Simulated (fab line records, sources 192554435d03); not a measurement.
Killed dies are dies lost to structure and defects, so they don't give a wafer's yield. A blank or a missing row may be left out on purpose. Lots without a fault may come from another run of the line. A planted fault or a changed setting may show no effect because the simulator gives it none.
Which tool did it? | flow n5_finfet | 24 lots, 72 wafers sampled, at 5 steps of a route of 1938

WHAT THE GAUGES READ, wafer by wafer
N5_BEOL_M5_INSPECT_13: inspects for defects (brightfield).
lot  | measured     | on                | raw_defect_count
L074 | day 8 01:29  | defect_inspect-02 | 345 358 612
L075 | day 8 10:01  | defect_inspect-01 | 350 601 522
L076 | day 8 15:11  | defect_inspect-02 | 345 388 389
L077 | day 8 15:14  | defect_inspect-01 | 426 366 385
L078 | day 9 03:03  | defect_inspect-02 | 449 470 407
L079 | day 9 05:32  | defect_inspect-02 | 431 474 502
L080 | day 9 15:29  | defect_inspect-02 | 478 324 521
L081 | day 9 21:20  | defect_inspect-01 | 454 444 450
L082 | day 9 21:31  | defect_inspect-01 | 323 237 238
L083 | day 10 00:34 | defect_inspect-02 | 261 459 379
L085 | day 10 06:38 | defect_inspect-01 | 256 246 312
L084 | day 10 09:22 | defect_inspect-01 | 283 313 298
L086 | day 11 05:35 | defect_inspect-02 | 421 448 888
L089 | day 11 11:54 | defect_inspect-02 | 355 382 282
L087 | day 11 15:02 | defect_inspect-01 | 368 385 408
L088 | day 12 05:13 | defect_inspect-01 | 368 318 365
L091 | day 12 08:43 | defect_inspect-01 | 338 458 402
L090 | day 13 00:37 | defect_inspect-02 | 418 357 419
L092 | day 13 09:11 | defect_inspect-02 | 390 352 367
L093 | day 14 03:31 | defect_inspect-01 | 311 351 412
L094 | day 14 07:20 | defect_inspect-02 | 457 448 465
L096 | day 14 07:23 | defect_inspect-02 | 490 340 418
L097 | day 15 00:31 | defect_inspect-01 | 328 346 396
L095 | day 15 09:58 | defect_inspect-01 | 531 425 317

N5_BEOL_M5_INSPECT_30: inspects for defects (brightfield).
lot  | measured     | on                | raw_defect_count
L074 | day 8 02:22  | defect_inspect-01 | 342 349 571
L075 | day 8 11:05  | defect_inspect-01 | 343 589 495
L076 | day 8 16:20  | defect_inspect-02 | 340 386 404
L077 | day 8 16:31  | defect_inspect-01 | 440 336 371
L078 | day 9 03:55  | defect_inspect-01 | 417 437 375
L079 | day 9 08:10  | defect_inspect-02 | 453 460 495
L080 | day 9 16:41  | defect_inspect-02 | 451 323 528
L081 | day 9 22:26  | defect_inspect-01 | 457 474 461
L082 | day 9 23:15  | defect_inspect-01 | 326 238 247
L083 | day 10 04:31 | defect_inspect-01 | 240 414 370
L085 | day 10 08:23 | defect_inspect-02 | 291 238 365
L084 | day 10 10:21 | defect_inspect-02 | 339 344 322
L086 | day 11 09:52 | defect_inspect-02 | 426 452 849
L089 | day 11 12:55 | defect_inspect-02 | 340 382 246
L087 | day 11 16:05 | defect_inspect-01 | 350 382 403
L088 | day 12 07:53 | defect_inspect-01 | 354 323 362
L091 | day 12 09:43 | defect_inspect-02 | 361 499 442
L090 | day 13 02:35 | defect_inspect-01 | 431 330 367
L092 | day 13 11:05 | defect_inspect-01 | 362 328 322
L093 | day 14 05:28 | defect_inspect-02 | 338 386 497
L094 | day 14 12:16 | defect_inspect-01 | 420 426 426
L096 | day 14 11:59 | defect_inspect-02 | 450 353 403
L097 | day 15 02:44 | defect_inspect-01 | 340 363 401
L095 | day 15 12:41 | defect_inspect-01 | 523 423 325

N5_BEOL_M5_THK_MEAS_53: measures by xrf.
lot  | measured     | on            | M5_THK (nm)
L074 | day 8 12:27  | film_metro-02 | 64.0 61.1 65.5
L075 | day 8 18:17  | film_metro-02 | 62.8 62.2 62.8
L076 | day 8 22:59  | film_metro-01 | 67.0 64.2 66.3
L077 | day 8 23:11  | film_metro-02 | 63.4 62.2 60.2
L078 | day 9 11:46  | film_metro-02 | 58.5 61.5 60.7
L079 | day 9 15:28  | film_metro-02 | 63.5 64.0 61.6
L080 | day 9 23:44  | film_metro-01 | 62.1 63.1 61.7
L081 | day 10 05:45 | film_metro-01 | 63.4 62.4 59.9
L082 | day 10 06:01 | film_metro-02 | 62.6 63.5 63.1
L083 | day 10 12:29 | film_metro-01 | 61.6 64.0 61.5
L085 | day 10 15:48 | film_metro-02 | 62.4 62.2 61.1
L084 | day 10 17:40 | film_metro-02 | 64.6 62.9 67.4
L086 | day 11 16:59 | film_metro-02 | 61.4 60.9 62.6
L089 | day 11 21:08 | film_metro-02 | 60.3 62.3 60.2
L087 | day 12 00:48 | film_metro-02 | 61.0 61.3 62.4
L088 | day 12 14:46 | film_metro-01 | 65.7 60.8 61.3
L091 | day 12 16:29 | film_metro-01 | 62.3 63.8 60.6
L090 | day 13 11:37 | film_metro-01 | 65.2 63.7 64.5
L092 | day 13 19:39 | film_metro-01 | 61.3 61.8 66.5
L093 | day 14 18:36 | film_metro-01 | 63.6 64.0 62.8
L094 | day 14 18:55 | film_metro-01 | 63.4 65.2 63.2
L096 | day 14 18:46 | film_metro-01 | 63.1 64.0 61.9
L097 | day 15 10:05 | film_metro-02 | 63.7 58.8 61.5
L095 | day 15 20:17 | film_metro-02 | 63.9 61.9 63.4

WHICH TOOL RAN EACH LOT (tool, then ch and the chambers of the sampled wafers, then the start)
lot  | N5_BEOL_M5_STRIP_64                | N5_BEOL_M5_SURFACE_TREAT_87
L074 | rie_diel-06 ch 0,1,2, day 8 01:44  | pvd_sputter-03, day 8 03:48
L075 | rie_diel-02 ch 0,3, day 8 10:15    | pvd_sputter-03, day 8 12:24
L076 | rie_diel-04 ch 0,1, day 8 15:35    | pvd_sputter-03, day 8 17:38
L077 | rie_diel-06 ch 0,2, day 8 15:38    | pvd_sputter-03, day 8 17:49
L078 | rie_diel-06 ch 1,2,3, day 9 03:18  | pvd_sputter-01, day 9 05:37
L079 | rie_diel-02 ch 0,1,2, day 9 05:47  | pvd_sputter-03, day 9 09:52
L080 | rie_diel-04 ch 1,3, day 9 15:46    | pvd_sputter-01, day 9 18:08
L081 | rie_diel-02 ch 0,1, day 9 21:35    | pvd_sputter-02, day 10 00:22
L082 | rie_diel-06 ch 1,2, day 9 21:52    | pvd_sputter-03, day 10 00:35
L083 | rie_diel-04 ch 0,1,3, day 10 00:49 | pvd_sputter-02, day 10 06:39
L085 | rie_diel-06 ch 1,2, day 10 06:52   | pvd_sputter-03, day 10 10:22
L084 | rie_diel-06 ch 0,2,3, day 10 09:36 | pvd_sputter-01, day 10 12:07
L086 | rie_diel-04 ch 0,1,2, day 11 06:01 | pvd_sputter-01, day 11 11:31
L089 | rie_diel-06 ch 1,2, day 11 12:08   | pvd_sputter-02, day 11 15:20
L087 | rie_diel-02 ch 0,3, day 11 15:17   | pvd_sputter-02, day 11 19:26
L088 | rie_diel-06 ch 1,2, day 12 05:53   | pvd_sputter-03, day 12 09:24
L091 | rie_diel-02 ch 0,1,3, day 12 09:01 | pvd_sputter-03, day 12 11:04
L090 | rie_diel-04 ch 0,1,3, day 13 01:02 | pvd_sputter-01, day 13 06:14
L092 | rie_diel-02 ch 1,2,3, day 13 09:26 | pvd_sputter-02, day 13 14:12
L093 | rie_diel-02 ch 1,2,3, day 14 03:46 | pvd_sputter-02, day 14 07:13
L094 | rie_diel-06 ch 0,1,2, day 14 07:34 | pvd_sputter-01, day 14 13:33
L096 | rie_diel-02 ch 1,2,3, day 14 07:37 | pvd_sputter-03, day 14 13:23
L097 | rie_diel-02 ch 0,1,3, day 15 00:46 | pvd_sputter-02, day 15 04:28
L095 | rie_diel-02 ch 2,3, day 15 10:12   | pvd_sputter-03, day 15 14:40
- N5_BEOL_M5_STRIP_64: strips in CF4.
- N5_BEOL_M5_SURFACE_TREAT_87

WHAT THE TOOLS THEMSELVES READ (means of the sampled wafers that have a number; where no wafer has one, the mark that the record gives instead)
N5_BEOL_M5_STRIP_64.
lot  | tool        | drypump_motor_current_A (A) | oes_product_au (a.u.) | rf_vpp_V (V) | showerhead_plenum_p_Torr (Torr) | throttle_valve_pct (%)
L074 | rie_diel-06 | 5.4                         | 0.73                  | 272.1        | 1.81                            | 13.72
L075 | rie_diel-02 | 5.2                         | 0.72                  | 271.2        | 1.80                            | 13.69
L076 | rie_diel-04 | 5.8                         | 0.76                  | 272.4        | 1.85                            | 13.55
L077 | rie_diel-06 | 5.2                         | 0.71                  | 270.8        | 1.78                            | 13.61
L078 | rie_diel-06 | 5.9                         | 0.80                  | 270.9        | 1.80                            | 13.64
L079 | rie_diel-02 | 5.8                         | 0.80                  | 272.2        | 1.81                            | 13.62
L080 | rie_diel-04 | 5.6                         | 0.79                  | 271.2        | 1.82                            | 13.47
L081 | rie_diel-02 | 5.4                         | 0.72                  | 271.7        | 1.79                            | 13.78
L082 | rie_diel-06 | 5.7                         | 0.74                  | 271.4        | 1.82                            | 13.87
L083 | rie_diel-04 | 5.5                         | 0.78                  | 272.4        | 1.82                            | 13.51
L085 | rie_diel-06 | 5.6                         | 0.74                  | 272.8        | 1.84                            | 13.88
L084 | rie_diel-06 | 5.7                         | 0.77                  | 271.5        | 1.77                            | 13.54
L086 | rie_diel-04 | 5.4                         | 0.77                  | 271.1        | 1.80                            | 13.65
L089 | rie_diel-06 | 5.6                         | 0.73                  | 272.4        | 1.84                            | 13.90
L087 | rie_diel-02 | 5.0                         | 0.72                  | 271.5        | 1.82                            | 13.60
L088 | rie_diel-06 | 5.6                         | 0.73                  | 271.6        | 1.84                            | 13.92
L091 | rie_diel-02 | 5.3                         | 0.72                  | 271.9        | 1.80                            | 13.68
L090 | rie_diel-04 | 5.5                         | 0.75                  | 271.4        | 1.82                            | 13.56
L092 | rie_diel-02 | 5.7                         | 0.78                  | 270.9        | 1.82                            | 13.55
L093 | rie_diel-02 | 5.7                         | 0.78                  | 271.9        | 1.82                            | 13.56
L094 | rie_diel-06 | 5.4                         | 0.77                  | 270.6        | 1.80                            | 13.63
L096 | rie_diel-02 | 5.7                         | 0.77                  | 271.3        | 1.82                            | 13.56
L097 | rie_diel-02 | 5.3                         | 0.71                  | 271.1        | 1.80                            | 13.72
L095 | rie_diel-02 | 5.9                         | 0.80                  | 271.6        | 1.83                            | 13.51

THE ANSWER, worked out from the rows above alone
Rule: what is usual is taken from the lots themselves. Put in order of their means at a reading, lots are off if they are a third of the lots or fewer, leave a main group of 4 or more, and stand apart from it by a gap of 3 or more times the standard deviation of the main group's means; of several such gaps the widest counts. A main group whose means are all the same, to the digits that the tables above print for the reading, isn't used. A lot without any number at a reading at which 4 lots or more have one is off too. The other lots that the step has rows for count as sound. The gauges are gone through in route order, then the tools' own readings, and for those a lot's mean is taken as printed above. The first step at which some lot is off is used, and at that step the reading that is off furthest; a lot without a number counts as furthest.
No lot is off at any reading shown: from this, nothing can be told.

WHAT THE SIMULATOR HAD PUT IN
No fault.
